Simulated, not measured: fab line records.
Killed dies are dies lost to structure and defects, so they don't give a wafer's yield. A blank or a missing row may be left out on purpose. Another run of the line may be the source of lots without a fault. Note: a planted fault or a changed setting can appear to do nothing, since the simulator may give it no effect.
Matching of chambers ; flow n5Finfet ; 3 sister chambers for N5_BEOL_M3_PRE_CLEAN_60 on cvdCo-01
The step time 15 s. 6 wafers are shown with their chamber, then 11 later ones without.

## WAFERS, EACH WITH ITS CHAMBER
wafer;chamber;heaterPowerW (W);rfFwdPowerW (W)
L079.2;2;68;294.6
L084.1;1;120;296.3
L083.1;1;119;298.8
L083.4;0;74;297.2
L083.5;2;69;293.2
L085.3;0;75;299.0

## WAFERS WHOSE CHAMBER IS MISSING
wafer;heaterPowerW (W);rfFwdPowerW (W)
L085.4;75;298.0
L085.5;120;296.4
L087.1;73;297.4
L087.4;75;297.5
L087.6;117;297.6
L090.2;116;298.2
L090.3;67;294.6
L090.6;74;298.4
L096.2;69;295.0
L096.3;116;297.1
L096.5;68;294.1

## THE CHAMBER EACH PASSED THROUGH
wafer;from the rows above;in truth
L085.4;0;0
L085.5;1;1
L087.1;0;0
L087.4;0;0
L087.6;1;1
L090.2;1;1
L090.3;2;2
L090.6;0;0
L096.2;2;2
L096.3;1;1
L096.5;2;2
Placed correctly: 11 of 11. Can't be placed from these rows: 0. Placed wrongly: 0.
How it was worked out, from the rows above alone: a wafer's distance from a chamber is the root of the sum, over the readings, of the square of ((its reading less the chamber's mean) divided by the reading's scatter). If the next closest chamber is less than 2 further off than the closest, the wafer can't be placed; otherwise it belongs to the closest. A chamber's mean is the mean of its shown wafers. The scatter: the root of (the sum of the squares of (reading less its chamber's mean) over the shown wafers, divided by (wafers less chambers)).
